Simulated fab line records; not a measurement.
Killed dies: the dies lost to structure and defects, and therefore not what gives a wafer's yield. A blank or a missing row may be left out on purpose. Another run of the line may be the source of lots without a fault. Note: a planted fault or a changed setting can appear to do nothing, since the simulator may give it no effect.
fab line records ; flow n5-finfet
record lots=10; wafers=30; last-day=19
route steps=1938 shown BEOL_M12@1634 BEOL_M13@1662 PASSIVATION@1936
lots that met no fault: from a run of the same line without faults
start-h: the number of hours between the record's first day and the start of the first shown wafer of the lot ; wait-h: hours from the lot's prior step to this one ; " unchanged from the row above ; L1.1+2: a single row standing in for several wafers ; - either no value or no given start ; * or withheld: withheld ; < > ~ a bound
route shown NAME@n: names a module that has steps shown in the file, with the first one's number in the route ; usual: mean and standard deviation over wafers with no fault ; same: alike in all rows ; chamber/n: place in a boat ; sites: the reading at each site ; _std_site: the values' standard deviation ; _edge_site: the outer-site mean with the inner-site mean subtracted ; radius-mm: how far each site lies from the wafer's centre ; mask NAME#n: copy n ; behind: tool/chamber where the wafer was last shaped ; hold: the reason the lot was held/the length of the hold in hours/how it ended ; device: the transistor (n, p or np) that didn't switch ; end of line: at the end of the route, the tests of the same wafers ; for a step that has no rows: nothing shown but its recipe ; killed: at the first sort, the dies lost to defects and structure; wafer yield is something else ; map: a wafer's dies, marking killed ones x, the rest . and places with no die _
set.NAME: setting as actually run; set.NAME@STEP: the setting as run at that earlier step ; model.NAME: the simulator's own value behind a step, which no gauge read
route steps across a sampled set of lots; one table per step, one row per wafer
services: from which hour (start-h, from the record's first day; less than 0 if before it) a tool's chamber was out of use, for how many hours, and why
## steps
# step N5_BEOL_M12_INSPECT_30
# recipe mode=adi; inspect-instrument=macro
# usual raw-defect-count=2.2/1.4
lot.wafer;tool;chamber;start-h;wait-h;raw-defect-count
L985.1;defect-inspect-01;-;281.46;0.0;1
L985.3;defect-inspect-01;-;281.46;0.0;2
L985.6;defect-inspect-01;-;281.46;0.0;2
L984.1;defect-inspect-01;-;281.77;0.0;1
L984.3;defect-inspect-01;-;281.77;0.0;2
L984.5;defect-inspect-01;-;281.77;0.0;2
L989.1;defect-inspect-01;-;306.97;0.0;5
L989.2;defect-inspect-01;-;306.97;0.0;6
L989.4;defect-inspect-01;-;306.97;0.0;3
L995.2;defect-inspect-02;-;318.95;0.0;3
L995.4;defect-inspect-02;-;318.95;0.0;1
L995.6;defect-inspect-02;-;318.95;0.0;1
L993.1;defect-inspect-01;-;327.95;0.0;1
L993.2;defect-inspect-01;-;327.95;0.0;2
L993.5;defect-inspect-01;-;327.95;0.0;1
L100.1;defect-inspect-02;-;365.38;0.0;2
L100.4;defect-inspect-02;-;365.38;0.0;3
L100.6;defect-inspect-02;-;365.38;0.0;1
L998.1;defect-inspect-02;-;365.96;0.0;1
L998.2;defect-inspect-02;-;365.96;0.0;1
L998.5;defect-inspect-02;-;365.96;0.0;0
L102.2;defect-inspect-02;-;385.90;0.0;3
L102.3;defect-inspect-02;-;385.90;0.0;4
L102.5;defect-inspect-02;-;385.90;0.0;2
L106.1;defect-inspect-02;-;393.36;0.0;4
L106.3;defect-inspect-02;-;393.36;0.0;4
L106.4;defect-inspect-02;-;393.36;0.0;4
L103.2;defect-inspect-02;-;394.50;0.0;0
L103.4;defect-inspect-02;-;394.50;0.0;1
L103.6;defect-inspect-02;-;394.50;0.0;1
# step N5_BEOL_M12_INSPECT_55
# recipe inspect-instrument=darkfield; mode=post-dep
# usual raw-defect-count=67/24
lot.wafer;tool;chamber;start-h;wait-h;raw-defect-count
L985.1;defect-inspect-02;-;284.70;0.0;60
L985.3;defect-inspect-02;-;284.70;0.0;58
L985.6;defect-inspect-02;-;284.70;0.0;67
L984.1;defect-inspect-01;-;285.91;0.0;135
L984.3;defect-inspect-01;-;285.91;0.0;165
L984.5;defect-inspect-01;-;285.91;0.0;74
L989.1;defect-inspect-02;-;313.25;0.0;56
L989.2;defect-inspect-02;-;313.25;0.0;79
L989.4;defect-inspect-02;-;313.25;0.0;52
L995.2;defect-inspect-01;-;325.83;0.0;57
L995.4;defect-inspect-01;-;325.83;0.0;74
L995.6;defect-inspect-01;-;325.83;0.0;58
L993.1;defect-inspect-02;-;331.46;0.0;62
L993.2;defect-inspect-02;-;331.46;0.0;51
L993.5;defect-inspect-02;-;331.46;0.0;41
L100.1;defect-inspect-01;-;370.56;0.0;87
L100.4;defect-inspect-01;-;370.56;0.0;83
L100.6;defect-inspect-01;-;370.56;0.0;62
L998.1;defect-inspect-02;-;370.84;0.0;75
L998.2;defect-inspect-02;-;370.84;0.0;39
L998.5;defect-inspect-02;-;370.84;0.0;82
L102.2;defect-inspect-01;-;390.02;0.0;48
L102.3;defect-inspect-01;-;390.02;0.0;45
L102.5;defect-inspect-01;-;390.02;0.0;61
L106.1;defect-inspect-02;-;398.40;0.0;108
L106.3;defect-inspect-02;-;398.40;0.0;43
L106.4;defect-inspect-02;-;398.40;0.0;92
L103.2;defect-inspect-01;-;398.85;0.0;112
L103.4;defect-inspect-01;-;398.85;0.0;33
L103.6;defect-inspect-01;-;398.85;0.0;136
# step N5_BEOL_M13_COAT_04
# recipe spin-rpm=1625; resist-thk-nm=400
# usual spin-speed-rpm=1625.0/0.96
lot.wafer;tool;chamber;start-h;wait-h;spin-speed-rpm
L985.1;litho-track-01;0;284.93;-;1625.8
L985.3;litho-track-01;0;284.93;-;1627.3
L985.6;litho-track-01;0;284.93;-;1625.4
L984.1;litho-track-01;0;286.14;-;1623.5
L984.3;litho-track-01;0;286.14;-;1625.6
L984.5;litho-track-01;0;286.14;-;1625.6
L989.1;litho-track-03;0;313.47;-;1624.8
L989.2;litho-track-03;0;313.47;-;1626.2
L989.4;litho-track-03;0;313.47;-;1625.4
L995.2;litho-track-03;0;326.06;-;1440.8
L995.4;litho-track-03;0;326.06;-;1439.9
L995.6;litho-track-03;0;326.06;-;1441.7
L993.1;litho-track-03;0;331.68;-;1441.6
L993.2;litho-track-03;0;331.68;-;1440.3
L993.5;litho-track-03;0;331.68;-;1440.3
L100.1;litho-track-01;0;370.79;-;1625.3
L100.4;litho-track-01;0;370.79;-;1624.3
L100.6;litho-track-01;0;370.79;-;1624.1
L998.1;litho-track-05;0;371.06;-;1625.6
L998.2;litho-track-05;0;371.06;-;1625.2
L998.5;litho-track-05;0;371.06;-;1625.6
L102.2;litho-track-01;0;390.24;-;1625.4
L102.3;litho-track-01;0;390.24;-;1626.2
L102.5;litho-track-01;0;390.24;-;1625.0
L106.1;litho-track-01;0;398.63;-;1625.6
L106.3;litho-track-01;0;398.63;-;1623.3
L106.4;litho-track-01;0;398.63;-;1625.0
L103.2;litho-track-01;0;399.08;-;1626.7
L103.4;litho-track-01;0;399.08;-;1627.5
L103.6;litho-track-01;0;399.08;-;1625.4
# step N5_BEOL_M13_DESCUM_15
# recipe chemistry=O2; time-s=7.9; source-power-w=50; bias-power-w=20; pressure-mtorr=20; rf-frequency-hz=2.712e+07; temp-c=40; o2-flow-sccm=225
# usual drypump-motor-current-A=5.9/0.6; oes-product-au=0.76/0.064; rf-vpp-V=242.9/1.2; showerhead-plenum-p-Torr=2.07/0.064; throttle-valve-pct=20.50/0.2
lot.wafer;tool;chamber;start-h;wait-h;drypump-motor-current-A;oes-product-au;rf-hours-counter-h;rf-vpp-V;showerhead-plenum-p-Torr;throttle-valve-pct
L985.1;rie-diel-06;1;285.41;0.0;6.0;0.68;224;244.0;2.15;20.77
L985.3;rie-diel-06;3;285.41;0.0;4.9;0.71;184;243.0;2.08;20.50
L985.6;rie-diel-06;2;285.41;0.0;5.7;0.74;-;241.7;1.99;20.51
L984.1;rie-diel-04;2;286.56;0.1;5.2;0.68;228;240.8;1.98;20.52
L984.3;rie-diel-04;1;286.56;0.1;5.1;0.83;69;242.7;2.12;20.54
L984.5;rie-diel-04;3;286.56;0.1;5.6;0.76;-;241.2;2.01;20.60
L989.1;rie-diel-06;2;313.83;0.0;5.7;0.73;175;241.6;1.98;20.53
L989.2;rie-diel-06;0;313.83;0.0;6.5;0.85;52;243.5;2.13;20.36
L989.4;rie-diel-06;3;313.83;0.0;5.0;0.71;192;242.3;2.07;20.51
L995.2;rie-diel-02;3;326.41;0.0;6.8;0.76;136;241.5;2.02;20.86
L995.4;rie-diel-02;2;326.41;0.0;6.5;0.77;116;241.7;2.03;20.41
L995.6;rie-diel-02;0;326.41;0.0;5.4;0.81;-;243.5;2.11;20.30
L993.1;rie-diel-06;0;332.17;0.0;6.5;0.84;58;243.2;2.13;20.35
L993.2;rie-diel-06;3;332.17;0.0;5.0;0.70;198;242.4;2.07;20.54
L993.5;rie-diel-06;2;332.17;0.0;5.7;0.72;-;240.8;1.98;20.52
L100.1;rie-diel-02;0;371.77;0.7;5.4;0.81;111;244.4;2.10;20.33
L100.4;rie-diel-02;2;371.77;0.7;6.5;0.76;129;241.3;2.02;20.43
L100.6;rie-diel-02;3;371.77;0.7;6.8;0.76;-;242.2;2.01;20.89
L998.1;rie-diel-06;2;372.27;0.8;5.7;0.71;192;240.7;1.98;20.54
L998.2;rie-diel-06;3;372.27;0.8;5.0;0.69;211;244.4;2.07;20.54
L998.5;rie-diel-06;0;372.27;0.8;6.5;0.82;-;242.9;2.13;20.37
L102.2;rie-diel-06;2;390.87;0.2;5.7;0.72;198;243.2;1.98;20.54
L102.3;rie-diel-06;0;390.87;0.2;6.5;0.82;77;244.7;2.13;20.38
L102.5;rie-diel-06;3;390.87;0.2;4.9;0.70;-;242.4;2.06;20.56
L106.1;rie-diel-02;0;399.11;0.0;5.4;0.79;120;241.8;2.10;20.33
L106.3;rie-diel-02;2;399.11;0.0;6.5;0.73;138;241.4;2.02;20.45
L106.4;rie-diel-02;3;399.11;0.0;6.8;0.74;158;243.5;2.01;20.90
L103.2;rie-diel-02;0;399.56;0.0;5.4;0.79;120;243.2;2.10;20.33
L103.4;rie-diel-02;2;399.56;0.0;6.5;0.74;138;241.0;2.02;20.43
L103.6;rie-diel-02;2;399.56;0.0;6.5;0.74;-;243.5;2.02;20.42
# step N5_BEOL_M13_STRIP_63
# recipe chemistry=N2/H2; power-w=1000; temp-c=250; h2-frac=0.65; overash-fraction=0.3; pressure-mtorr=1000; n2-flow-sccm=1750; h2-flow-sccm=3250
# usual drypump-motor-current-A=6.08/0.12; heater-power-w=318/31; oes-product-au=0.673/0.0051; strip-time-to-endpoint-s=27.4/1.1
lot.wafer;tool;chamber;start-h;wait-h;drypump-motor-current-A;heater-power-w;oes-product-au;rf-hours-counter-h;strip-time-to-endpoint-s
L985.1;plasma-asher-02;1;285.73;-;6.13;329;0.674;129;28.7
L985.3;plasma-asher-02;1;285.73;-;6.14;336;0.675;-;29.2
L985.6;plasma-asher-02;1;285.73;-;6.13;344;0.666;-;26.5
L984.1;plasma-asher-02;1;287.01;-;6.11;346;0.680;130;28.7
L984.3;plasma-asher-02;1;287.01;-;6.15;352;0.671;-;27.2
L984.5;plasma-asher-02;1;287.01;-;6.13;344;0.669;-;25.9
L989.1;plasma-asher-02;1;314.16;-;6.15;344;0.669;135;27.5
L989.2;plasma-asher-02;0;314.16;-;6.00;294;0.669;135;27.7
L989.4;plasma-asher-02;1;314.16;-;6.16;329;0.680;-;28.0
L995.2;plasma-asher-02;1;327.42;-;6.12;334;0.687;138;35.3
L995.4;plasma-asher-02;1;327.42;-;6.13;342;0.685;-;35.3
L995.6;plasma-asher-02;0;327.42;-;6.00;290;0.691;-;36.4
L993.1;plasma-asher-02;1;332.49;-;6.12;345;0.681;141;34.5
L993.2;plasma-asher-02;0;332.49;-;5.99;284;0.689;141;35.5
L993.5;plasma-asher-02;0;332.49;-;5.99;287;0.683;-;33.1
L100.1;plasma-asher-02;0;372.09;-;6.01;286;0.672;151;27.5
L100.4;plasma-asher-02;1;372.09;-;6.14;332;0.676;-;27.8
L100.6;plasma-asher-02;1;372.09;-;6.14;341;0.669;-;25.9
L998.1;plasma-asher-01;0;372.60;-;6.26;290;0.666;92;28.3
L998.2;plasma-asher-01;1;372.60;-;5.92;365;0.675;92;29.6
L998.5;plasma-asher-01;0;372.60;-;6.26;292;0.672;-;26.9
L102.2;plasma-asher-01;1;391.20;-;5.91;353;0.673;96;28.1
L102.3;plasma-asher-01;0;391.20;-;6.23;286;0.677;-;27.8
L102.5;plasma-asher-01;1;391.20;-;5.94;368;0.669;-;27.0
L106.1;plasma-asher-01;0;399.43;-;6.25;288;0.677;98;28.3
L106.3;plasma-asher-01;1;399.43;-;5.92;372;0.673;-;28.3
L106.4;plasma-asher-01;0;399.43;-;6.25;287;0.675;-;26.1
L103.2;plasma-asher-02;1;399.88;-;6.16;340;0.674;157;27.2
L103.4;plasma-asher-02;1;399.88;-;6.13;341;0.667;-;27.3
L103.6;plasma-asher-02;1;399.88;-;6.14;333;0.674;-;28.9
# step N5_PASSIVATION_PROBE_49
# usual defect-limited-yield=91.0/1.4; killed_at_M0_to_M3=33/11; killed_at_M4_up=14/5; killed-at-contacts=11/7.3; killed-at-front-end=43/12; killed-at-other=4/3.1; killed-dies=106/17; killed-on-rim=14/3.8; killed-open=69/13; killed-short=34/8.7; sort_bin_5_function=5.2/0.96; sort_bin_6_memory=3.3/0.66; sort_bin_8_speed=0.00/0.012; sort-n-pass=1074/17; sort-yield-pct=91.0/1.4
# same gross-dies=1180; killed-at-back-side=0; sort_bin_4_leakage[%]=0
lot.wafer;tool;chamber;start-h;wait-h;defect-limited-yield[%];killed_at_M0_to_M3;killed_at_M4_up;killed-at-contacts;killed-at-front-end;killed-at-other;killed-dies;killed-on-rim;killed-open;killed-short;sort_bin_5_function[%];sort_bin_6_memory[%];sort_bin_8_speed[%];sort-n-pass;sort-yield-pct[%]
L984.1;prober-01;-;326.47;0.0;90.4;27;14;8;63;1;113;20;82;26;6.3;2.6;0;1067;90.4
L984.3;prober-01;-;326.57;0.1;91.6;27;11;6;55;0;99;15;72;26;5.8;2.5;0;1081;91.6
L984.5;prober-01;-;326.67;0.2;89.6;31;17;11;61;3;123;14;78;44;6.3;3.6;0;1057;89.6
L989.1;prober-02;-;348.55;0.0;92.7;31;10;3;42;0;86;12;49;36;4.1;2.7;0;1094;92.7
L989.2;prober-02;-;348.60;0.1;91.4;44;14;6;37;1;102;19;52;44;4.8;2.8;0;1078;91.4
L989.4;prober-02;-;348.70;0.2;92.5;35;10;9;32;2;88;15;58;23;4.3;2.4;0;1092;92.5
L100.1;prober-01;-;403.89;0.0;90.3;35;14;1;59;6;115;11;75;32;5.3;3.6;0;1065;90.3
L100.4;prober-01;-;404.04;0.2;92.3;30;11;3;38;9;91;13;62;26;4.6;2.9;0;1089;92.3
L100.6;prober-01;-;404.14;0.3;90.8;39;17;2;47;4;109;14;77;31;5.8;3.4;0;1071;90.8
L998.1;prober-02;-;407.13;0.0;90.7;35;10;26;37;2;110;13;80;28;5.1;4.1;0;1070;90.7
L998.2;prober-02;-;407.18;0.1;88.3;27;16;31;60;4;138;14;102;30;6.3;4.7;0;1042;88.3
L998.5;prober-02;-;407.33;0.2;88.5;25;19;51;36;5;136;20;104;26;7.5;3.5;0;1044;88.5
L102.2;prober-01;-;424.99;0.1;92.1;28;10;10;43;2;93;9;64;26;4.5;3.1;0;1087;92.1
L102.3;prober-01;-;425.04;0.1;93.7;17;7;10;39;1;74;11;47;23;3.4;2.5;0;1106;93.7
L102.5;prober-01;-;425.14;0.2;92.4;24;12;20;32;2;90;10;61;28;4.6;3.0;0;1090;92.4
L103.2;prober-01;-;444.63;0.1;92.9;35;11;4;31;3;84;17;51;32;3.8;2.9;0;1096;92.9
L103.4;prober-01;-;444.73;0.2;92.4;43;14;4;26;3;90;9;56;33;4.8;2.1;0;1090;92.4
L103.6;prober-01;-;444.83;0.3;89.8;43;17;15;36;9;120;13;82;38;5.1;4.9;0;1060;89.8
# killed by level:class
L984.1 STI_FIN_REVEAL:geometric-particle:open=30 BEOL_M3:geometric-particle:open=10 FIN_SAQP:geometric-particle:open=9 FIN_SAQP:geometric-particle:short=7 MOL_CONTACT_COAG:geometric-particle:open=5 BEOL_M2:geometric-particle:open=4 BEOL_M5:geometric-particle:open=4 BEOL_M4:geometric-particle:open=4
L984.3 STI_FIN_REVEAL:geometric-particle:open=23 FIN_SAQP:geometric-particle:open=11 BEOL_M0_SAQP:geometric-particle:open=6 MOL_CONTACT_COAG:geometric-particle:open=5 BEOL_M0_SAQP:geometric-particle:short=5 BEOL_M1:geometric-particle:short=5 BEOL_M1:geometric-particle:open=4 BEOL_M4:geometric-particle:open=4
L984.5 STI_FIN_REVEAL:geometric-particle:open=18 BEOL_M1:geometric-particle:open=11 STI_FIN_REVEAL:geometric-particle:short=10 MOL_CONTACT_COAG:geometric-particle:open=9 FIN_SAQP:geometric-particle:short=8 FIN_SAQP:geometric-particle:open=8 BEOL_M4:geometric-particle:open=8 GATE_CUT:geometric-particle:short=7
L989.1 STI_FIN_REVEAL:geometric-particle:open=16 BEOL_M3:geometric-particle:open=7 GATE_CUT:geometric-particle:short=6 BEOL_M0_SAQP:geometric-particle:short=6 DUMMY_GATE:geometric-particle:open=4 BEOL_M0_SAQP:geometric-particle:open=4 FIN_SAQP:geometric-particle:short=3 STI_FIN_REVEAL:geometric-particle:short=3
L989.2 GATE_CUT:geometric-particle:short=10 BEOL_M3:geometric-particle:open=9 BEOL_M0_SAQP:geometric-particle:open=9 BEOL_M0_SAQP:geometric-particle:short=8 BEOL_M1:geometric-particle:open=7 BEOL_M2:geometric-particle:open=5 BEOL_M3:geometric-particle:short=5 FIN_SAQP:geometric-particle:open=4
L989.4 BEOL_M2:geometric-particle:open=11 BEOL_M3:geometric-particle:open=9 MOL_CONTACT_COAG:geometric-particle:open=6 BEOL_M2:geometric-particle:short=6 FIN_SAQP:geometric-particle:open=5 DUMMY_GATE:geometric-particle:open=5 BEOL_M0_SAQP:geometric-particle:short=5 HKMG_FIN:area-etch=5
L100.1 STI_FIN_REVEAL:geometric-particle:open=24 BEOL_M1:geometric-particle:open=15 STI_FIN_REVEAL:geometric-particle:short=7 BEOL_M3:geometric-particle:open=6 STARTING-WAFER:geometric-particle:short=6 HKMG_FIN:area-etch=6 BEOL_M0_SAQP:geometric-particle:short=5 BEOL_M0_SAQP:geometric-particle:open=5
L100.4 STI_FIN_REVEAL:geometric-particle:open=20 BEOL_M1:geometric-particle:open=7 BEOL_M3:geometric-particle:open=6 DUMMY_GATE:geometric-particle:open=5 BEOL_M2:geometric-particle:open=5 GATE_CUT:geometric-particle:short=4 BEOL_M0_SAQP:geometric-particle:open=4 MIM_TOP_ETCH:geometric-particle:short=4
L100.6 STI_FIN_REVEAL:geometric-particle:open=13 BEOL_M3:geometric-particle:open=10 GATE_CUT:geometric-particle:short=9 BEOL_M4:geometric-particle:open=8 ILD0:geometric-particle:open=7 BEOL_M0_SAQP:geometric-particle:open=7 BEOL_M2:geometric-particle:open=7 BEOL_M1:geometric-particle:open=6
L998.1 MOL_CONTACT_COAG:geometric-particle:open=20 STI_FIN_REVEAL:geometric-particle:open=16 BEOL_M1:geometric-particle:open=10 BEOL_M0_SAQP:geometric-particle:open=9 FIN_SAQP:geometric-particle:open=6 MOL_CONTACT_COAG:geometric-particle:short=6 STI_FIN_REVEAL:geometric-particle:short=5 BEOL_M2:geometric-particle:short=5
L998.2 MOL_CONTACT_COAG:geometric-particle:open=26 STI_FIN_REVEAL:geometric-particle:open=24 BEOL_M0_SAQP:geometric-particle:open=7 FIN_SAQP:geometric-particle:open=6 BEOL_M0_SAQP:geometric-particle:short=6 HKMG_FIN:area-etch=6 FIN_SAQP:geometric-particle:short=5 STI_FIN_REVEAL:geometric-particle:short=5
L998.5 MOL_CONTACT_COAG:geometric-particle:open=44 BEOL_M4:geometric-particle:open=12 FIN_SAQP:geometric-particle:open=9 STI_FIN_REVEAL:geometric-particle:open=8 MOL_CONTACT_COAG:geometric-particle:short=7 BEOL_M0_SAQP:geometric-particle:short=5 BEOL_M1:geometric-particle:open=5 HKMG_FIN:area-etch=5
L102.2 FIN_SAQP:geometric-particle:open=10 MOL_CONTACT_COAG:geometric-particle:open=8 BEOL_M0_SAQP:geometric-particle:open=8 FIN_SAQP:geometric-particle:short=7 STI_FIN_REVEAL:geometric-particle:open=7 BEOL_M0:geometric-particle:open=6 BEOL_M0_SAQP:geometric-particle:short=6 DUMMY_GATE:geometric-particle:open=4
L102.3 FIN_SAQP:geometric-particle:short=13 FIN_SAQP:geometric-particle:open=10 MOL_CONTACT_COAG:geometric-particle:open=10 BEOL_M2:geometric-particle:open=8 DUMMY_GATE:geometric-particle:open=5 BEOL_M0_SAQP:geometric-particle:open=3 STI_FIN_REVEAL:geometric-particle:open=2 DUMMY_GATE:geometric-particle:short=2
L102.5 MOL_CONTACT_COAG:geometric-particle:open=18 BEOL_M3:geometric-particle:open=11 STI_FIN_REVEAL:geometric-particle:open=7 STI_FIN_REVEAL:geometric-particle:short=6 BEOL_M0_SAQP:geometric-particle:short=4 BEOL_M5:geometric-particle:open=4 FIN_SAQP:geometric-particle:open=3 FIN_SAQP:geometric-particle:short=3
L103.2 BEOL_M1:geometric-particle:open=12 BEOL_M0_SAQP:geometric-particle:short=11 STI_FIN_REVEAL:geometric-particle:open=7 BEOL_M0_SAQP:geometric-particle:open=5 STARTING-WAFER:geometric-particle:short=4 FIN_SAQP:geometric-particle:short=3 FIN_SAQP:geometric-particle:open=3 MOL_CONTACT_COAG:geometric-particle:short=3
L103.4 BEOL_M0_SAQP:geometric-particle:short=9 BEOL_M0_SAQP:geometric-particle:open=8 BEOL_M1:geometric-particle:open=7 BEOL_M4:geometric-particle:open=7 BEOL_M2:geometric-particle:open=6 STI_FIN_REVEAL:geometric-particle:open=4 BEOL_M3:geometric-particle:open=4 FIN_SAQP:geometric-particle:short=3
L103.6 MOL_CONTACT_COAG:geometric-particle:open=13 BEOL_M0_SAQP:geometric-particle:open=13 BEOL_M0_SAQP:geometric-particle:short=11 BEOL_M4:geometric-particle:open=9 STI_FIN_REVEAL:geometric-particle:open=8 FIN_SAQP:geometric-particle:open=7 GATE_CUT:geometric-particle:short=7 BEOL_M1:geometric-particle:open=7
## services
tool;chamber;start-h;hours;kind
litho-track-03;-;264.18;-;consumable-replace:filter
plasma-asher-01;-;285.47;1.2;repair
rie-diel-06;3;296.14;2.1;repair
plasma-asher-01;-;319.35;22.0;repair
litho-track-05;-;321.09;-;consumable-replace:filter
plasma-asher-02;-;325.92;1.3;repair
rie-diel-02;2;333.65;4.7;repair
litho-track-01;-;345.96;-;consumable-replace:filter
rie-diel-04;2;352.44;-;clean
rie-diel-04;2;352.44;-;consumable-replace:focus-ring
rie-diel-04;2;352.44;-;consumable-replace:showerhead
rie-diel-04;2;352.44;16.8;scheduled-down
rie-diel-04;2;352.44;16.8;vent-cycle
rie-diel-06;1;373.44;-;clean
rie-diel-06;1;373.44;-;consumable-replace:focus-ring
rie-diel-06;1;373.44;28.9;scheduled-down
rie-diel-06;1;373.44;28.9;vent-cycle
## key
first-sign step=N5_BEOL_M13_COAT_04; reading=spin-speed-rpm; direction=down; sigmas=99+; usual=*; struck=*
effect step=N5_BEOL_M13_STRIP_63; reading=strip-time-to-endpoint-s; direction=up; sigmas=7.1; usual=*; struck=*
met-at N5_BEOL_M13_COAT_04
struck-lots L993,L995
not-acting-at N5_BEOL_M12_INSPECT_30,N5_BEOL_M12_INSPECT_55,N5_BEOL_M13_DESCUM_15
onset-between 313.47 326.06
fault kind=process-parameter-drift; tool=litho-track-03; chamber=-; onset-h=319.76; steps=N5_BEOL_M13_COAT_04; channel=spin-rpm; offset=*; shape=step; end-h=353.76; acts-in=*; stated=*
